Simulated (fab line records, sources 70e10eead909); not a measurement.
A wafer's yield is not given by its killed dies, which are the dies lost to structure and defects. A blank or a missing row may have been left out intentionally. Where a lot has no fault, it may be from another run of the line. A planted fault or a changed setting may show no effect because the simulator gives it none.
Comparing a struck lot with a sound one + flow nand-harc + 22 steps out of a route of 1159
Sound: the wafers L467.3, L467.5, L467.6. Wafers L461.3, L461.4, L461.6 were the ones struck. The cause is named last.
For every step that has rows: the tool of each side, followed by ch and its chambers, followed by its first start. Under that, the readings that differ: sound wafers + struck wafers + difference of the means + sigmas: that difference in standard deviations of wafers without a fault.
alike: readings with means less than 2 such deviations apart, plus words and numbers identical on both sides. not compared: withheld readings, readings lacking a value on some wafer, bounds such as >300 that could conceal the same value, and numbers that have no deviation in the record and whose values overlap.
The two part at a step that has a row with sigmas, a row that says differs or no value, or rows on one side only. Numbers that don't overlap but have no deviation are shown without sigmas and don't part them. Lack of a reading on every wafer of one side parts them only where that side has two or more wafers.

NHARC_A_BLC_CMP_25: polishes, t overpolish 30 s, target thk 150 nm.
  sound on cmp-04 ch 0,1,2, day 22 00:17; struck on cmp-02 ch 0,1, day 20 05:59
  alike: motor-current-A, overpolish-run-s, time-to-endpoint-s
after that, 1 step had no rows for these wafers: NHARC_A_BLC_SRD_27.
NHARC_A_BLC_INSPECT_28:
  sound on defect-inspect-01, day 22 00:37; struck on defect-inspect-01, day 20 06:23
  alike: raw-defect-count
then, 8 steps without rows for these wafers: NHARC_A_M0_DEP_00 (deposits SiOC, target thk 150 nm); NHARC_A_M0_DEHYDRATE_01 (time 120 s); NHARC_A_M0_HMDS_02 (time 30 s); NHARC_A_M0_COAT_33 (time 65 s); NHARC_A_M0_COAT_03 (resist thk 90 nm); NHARC_A_M0_SOFTBAKE_04 (time 55 s); NHARC_A_M0_EBR_05; NHARC_A_M0_EXPOSE_06 (exposes mask A M0, target cd 80 nm).
NHARC_A_M0_PEB_07: peb time 65 s.
  sound on litho-track-06 ch 0, day 22 01:26; struck on litho-track-01 ch 0, day 20 07:05
| reading                  | sound               | struck               | difference | sigmas |
|--------------------------|---------------------|----------------------|------------|--------|
| heater-power-total-W (W) | 156.4 156.7 156.0   | 165.1 165.0 165.0    | +8.7       | +21    |
| plate-temp-C (C)         | 100.03 99.96 100.03 | 103.89 103.82 103.76 | +3.82      | +29    |
  alike: exhaust-pa
then, 1 step without rows for these wafers: NHARC_A_M0_DEVELOP_08 (develop time 35 s).
NHARC_A_M0_CD_MEAS_09: target cd 80 nm.
  sound on cd-sem-02 ch 0, day 22 01:31; struck on cd-sem-03 ch 0, day 20 07:10
| reading    | sound          | struck         | difference | sigmas |
|------------|----------------|----------------|------------|--------|
| cd-nm (nm) | 80.2 81.2 80.5 | 90.7 90.1 89.9 | +9.6       | +14    |
NHARC_A_M0_OVL_MEAS_10: pitch 160 nm.
  sound on overlay-02, day 22 01:36; struck on overlay-01, day 20 07:15
  alike: overlay-x-nm, overlay-y-nm
NHARC_A_M0_INSPECT_11:
  sound on defect-inspect-02, day 22 01:38; struck on defect-inspect-02, day 20 07:17
  alike: raw-defect-count
NHARC_A_M0_DESCUM_14: chemistry O2, time 3 s.
  sound on rie-diel-05 ch 0,1,3, day 22 01:43; struck on rie-diel-05 ch 1,2,3, day 20 07:22
| reading               | sound             | struck           | difference | sigmas |
|-----------------------|-------------------|------------------|------------|--------|
| model.A_M0.cd-nm (nm) | 80.17 80.12 79.72 | 90.4 89.72 89.78 | +10.0      |        |
  alike: drypump-motor-current-A, oes-product-au, rf-vpp-V, showerhead-plenum-p-Torr, throttle-valve-pct
  not compared: rf-hours-counter-h
NHARC_A_M0_ETCH_34: etches the open film in N2/H2, target depth 40 nm, overetch 12 nm, time 43.94 s.
  sound on rie-diel-05 ch 0,1, day 22 01:49; struck on rie-diel-05 ch 0,3, day 20 07:26
  alike: drypump-motor-current-A, h2-flow-sccm, oes-product-au, rf-vpp-V, showerhead-plenum-p-Torr, throttle-valve-pct
  not compared: rf-hours-counter-h
NHARC_A_M0_ETCH_15: etches the open film in C4F8/Ar, target depth 150 nm, overetch 15 nm, time 82.5 s.
  sound on rie-diel-05 ch 0,1; struck on rie-diel-05 ch 1,3
| reading               | sound             | struck           | difference | sigmas |
|-----------------------|-------------------|------------------|------------|--------|
| model.A_M0.cd-nm (nm) | 79.82 80.63 79.19 | 90.09 89.44 89.6 | +9.83      |        |
  alike: oes-product-au, rf-vpp-V
  not compared: rf-hours-counter-h
NHARC_A_M0_CD_MEAS_16:
  sound on cd-sem-02, day 22 02:03; struck on cd-sem-01, day 20 07:39
| reading    | sound          | struck         | difference | sigmas |
|------------|----------------|----------------|------------|--------|
| cd-nm (nm) | 79.8 80.6 79.0 | 90.0 89.6 89.4 | +9.9       | +10    |
NHARC_A_M0_STRIP_18: strips in N2/H2.
  sound on rie-diel-10 ch 1,2,3, day 22 02:11; struck on rie-diel-10 ch 0,2,3, day 20 07:46
  alike: drypump-motor-current-A, h2-flow-sccm, oes-product-au, power-w, rf-vpp-V, showerhead-plenum-p-Torr, throttle-valve-pct
  not compared: rf-hours-counter-h
NHARC_END_SORT_01:
  sound on prober-02 ch 0, day 24 00:42; struck on prober-02 ch 0, day 22 03:32
| reading         | sound | struck | difference | sigmas |
|-----------------|-------|--------|------------|--------|
| killed-at-other | 5     | 0 0 0  | -5         | -5     |
  alike: defect-limited-yield, killed-at-array, killed-at-periphery, killed-dies, killed-open, killed-short, sort_bin_2_pct, sort_bin_3_pct, sort_bin_4_pct, sort-n-pass, sort-rim-yield-pct, sort-yield-pct

## WHERE THEY PART
At NHARC_A_M0_PEB_07 first; at NHARC_END_SORT_01 last (within this record only).

WHY: what the simulator had put in
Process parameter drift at NHARC_A_M0_PEB_07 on litho-track-01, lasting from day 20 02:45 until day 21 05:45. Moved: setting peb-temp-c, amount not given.
